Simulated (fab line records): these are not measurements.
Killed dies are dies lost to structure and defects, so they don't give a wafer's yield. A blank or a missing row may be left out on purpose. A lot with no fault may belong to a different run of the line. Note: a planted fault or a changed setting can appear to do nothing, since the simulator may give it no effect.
Struck lot and sound lot, side by side ; flow nandHarc ; 44 steps out of a route of 1302
Sound: the wafers L794.3, L794.4, L794.6. Struck: wafers L801.1, L801.4, L801.6. The cause comes at the end.
Per side, at each step with rows, come the tool, then ch with its chambers, and then its first start. Under that, the readings that differ: sound wafers ; struck wafers ; difference of the means ; sigmas: that difference in standard deviations of wafers without a fault.
alike: same words and numbers on both sides, and readings whose means sit less than 2 such deviations apart. not compared: any withheld reading, any reading some wafer has no value for, any bound like >300 that may hide the same value, and any number with overlapping values for which the record gives no deviation.
A row with sigmas, a row that says differs or no value, or rows on one side alone: a step with any of these is where the two part. When numbers do not overlap yet have no deviation, they are printed without sigmas and do not part them. A reading missing from all wafers of one side parts the sides only when that side holds two or more wafers.

NHARC_P_STI_ETCH_42: etches the open film in N2/H2, target depth 80 nm, overetch 24 nm, time 61 s.
  sound on rieDiel-06 ch 0,1,2, day 5 17:31; struck on rieDiel-07 ch 0,3, day 8 15:23
  alike: drypumpMotorCurrentA, oesProductAu, rfFwdPowerW, rfVppV, showerheadPlenumPTorr, throttleValvePct
  not compared: rfHoursCounterH
NHARC_P_STI_ETCH_31: etches the open film in CF4/CHF3, target depth 108.9 nm, time 54.5 s.
  sound: rieDiel-06 ch 0,1,2; struck: rieDiel-07 ch 0,1
reading;sound;struck;difference;sigmas
chf3FlowSccm (sccm);29.99 30.02 30.13;29.81 29.86 29.84;-0.21;-2
  alike: cf4FlowSccm, drypumpMotorCurrentA, oesProductAu, rfFwdPowerW, rfVppV, showerheadPlenumPTorr, throttleValvePct
  not compared: rfHoursCounterH
NHARC_P_STI_ETCH_15: etches the open film in HBr/Cl2, target depth 300 nm, time 100.1 s.
  sound on rieSi-05 ch 0,1,2, day 5 17:44; struck on rieSi-01 ch 0,1,3, day 8 15:37
  alike: drypumpMotorCurrentA, oesProductAu, rfFwdPowerW, throttleValvePct
  not compared: rfHoursCounterH
NHARC_P_STI_CD_MEAS_16:
  sound on cdSem-03, day 5 17:52; struck on cdSem-02, day 8 15:44
  alike: cdNm
NHARC_P_STI_OCD_MEAS_17:
  sound on ocd-01, day 5 17:57; struck on ocd-02, day 8 15:50
  alike: trenchDepthNm, trenchFootCdNm
then, 3 steps without rows for these wafers: NHARC_P_STI_STRIP_19 (strips in SPM, time 900 s); NHARC_P_STI_PRECLEAN_32 (cleans in SC1); NHARC_P_STI_SRD_23.
NHARC_P_STI_OCD_MEAS_43:
  sound on ocd-02, day 5 18:28; struck on ocd-01, day 8 16:20
  alike: trenchDepthNm, trenchFootCdNm
then, 3 steps without rows for these wafers: NHARC_P_STI_OXIDE_33 (material SiO2, target thk 10 nm, ox time 281 s); NHARC_P_STI_HDPCVD_20 (deposits SiO2); NHARC_P_STI_ANNEAL_34 (time 1800 s).
NHARC_P_STI_CMP_21: polishes, t overpolish 20 s, target thk 380.67 nm.
  sound on cmp-01 ch 2,3, day 6 11:30; struck on cmp-01 ch 0,2,3, day 9 18:05
  alike: motorCurrentA, overpolishRunS, retainingRingPressureFrac
then, 7 steps without rows for these wafers: NHARC_P_STI_SRD_35; NHARC_P_STI_ETCH_36 (etches SiO2 in dHF, target depth 38.8 nm); NHARC_P_STI_STRIP_24 (strips Si3N4 in H3PO4); NHARC_P_STI_ETCH_37 (etches SiO2 in dHF, target depth 11 nm); NHARC_P_STI_PRECLEAN_38 (cleans in SC1); NHARC_P_STI_SRD_39; NHARC_P_STI_OXIDE_40 (material SiO2, target thk 10 nm, ox time 1362 s).
NHARC_P_STI_INSPECT_25:
  sound on defectInspect-02, day 6 19:14; struck on defectInspect-01, day 10 01:47
reading;sound;struck;difference;sigmas
rawDefectCount;230 119 232;633 593 569;+405;+6
then, 12 steps without rows for these wafers: NHARC_P_GATE_ETCH_69 (etches SiO2 in dHF, target depth 14 nm); NHARC_P_GATE_PRECLEAN_70 (cleans in SC1); NHARC_P_GATE_SRD_01; NHARC_P_GATE_OXIDE_02 (material SiO2, target thk 37.5 nm, ox time 365 s); NHARC_P_GATE_DEHYDRATE_03 (time 120 s); NHARC_P_GATE_HMDS_04 (time 30 s); NHARC_P_GATE_COAT_05; NHARC_P_GATE_SOFTBAKE_06 (time 95 s); NHARC_P_GATE_EBR_07; NHARC_P_GATE_EXPOSE_08 (exposes mask P HV); NHARC_P_GATE_PEB_09 (peb time 85 s); NHARC_P_GATE_DEVELOP_10 (time 70 s).
NHARC_P_GATE_CD_MEAS_11: target cd 1640 nm.
  sound on cdSem-03 ch 0, day 7 03:35; struck on cdSem-01 ch 0, day 10 10:43
  alike: cdNm
then, 1 step without rows for these wafers: NHARC_P_GATE_HARDBAKE_12 (time 80 s).
NHARC_P_GATE_DESCUM_13: chemistry O2, time 3 s.
  sound on rieDiel-03 ch 1,2, day 7 03:46; struck on rieDiel-03 ch 1,2, day 10 10:53
  alike: drypumpMotorCurrentA, oesProductAu, rfVppV, showerheadPlenumPTorr, throttleValvePct
  not compared: rfHoursCounterH
then, 5 steps without rows for these wafers: NHARC_P_GATE_ETCH_14 (etches SiO2 in dHF, target depth 48.8 nm); NHARC_P_GATE_STRIP_15 (strips in SPM, time 780 s); NHARC_P_GATE_PRECLEAN_71 (cleans in SC1); NHARC_P_GATE_SRD_72; NHARC_P_GATE_OXIDE_16 (material SiO2, target thk 3 nm, ox time 392 s).
NHARC_P_GATE_INSPECT_28:
  sound on defectInspect-02, day 7 17:36; struck on defectInspect-01, day 11 05:25
reading;sound;struck;difference;sigmas
rawDefectCount;6 3 6;392 389 341;+369;+99 or more
NHARC_P_GATE_INSPECT_68:
  sound on defectInspect-02, day 8 12:06; struck on defectInspect-02, day 11 23:44
reading;sound;struck;difference;sigmas
rawDefectCount;194 109 204;593 558 439;+361;+5
-- break in the record here, with 19 days between the starts of the struck wafers on either side (left off in module P_GATE, picked up again in module END, where the first step shown is number 1302 on the route) --
NHARC_END_SORT_01:
  sound on prober-02 ch 0, day 27 11:29; struck on prober-01 ch 0, day 30 20:54
reading;sound;struck;difference;sigmas
killedAtPeriphery;1 4 2;268 264 245;+257;+99 or more
killedDies;48 54 48;329 331 302;+271;+15
  alike: killedAtArray, killedAtOther, killedOpen, killedShort

== WHERE THEY PART ==
Last at NHARC_END_SORT_01 as far as this record goes, first at NHARC_P_STI_ETCH_31.

WHY: the cause the simulator had injected
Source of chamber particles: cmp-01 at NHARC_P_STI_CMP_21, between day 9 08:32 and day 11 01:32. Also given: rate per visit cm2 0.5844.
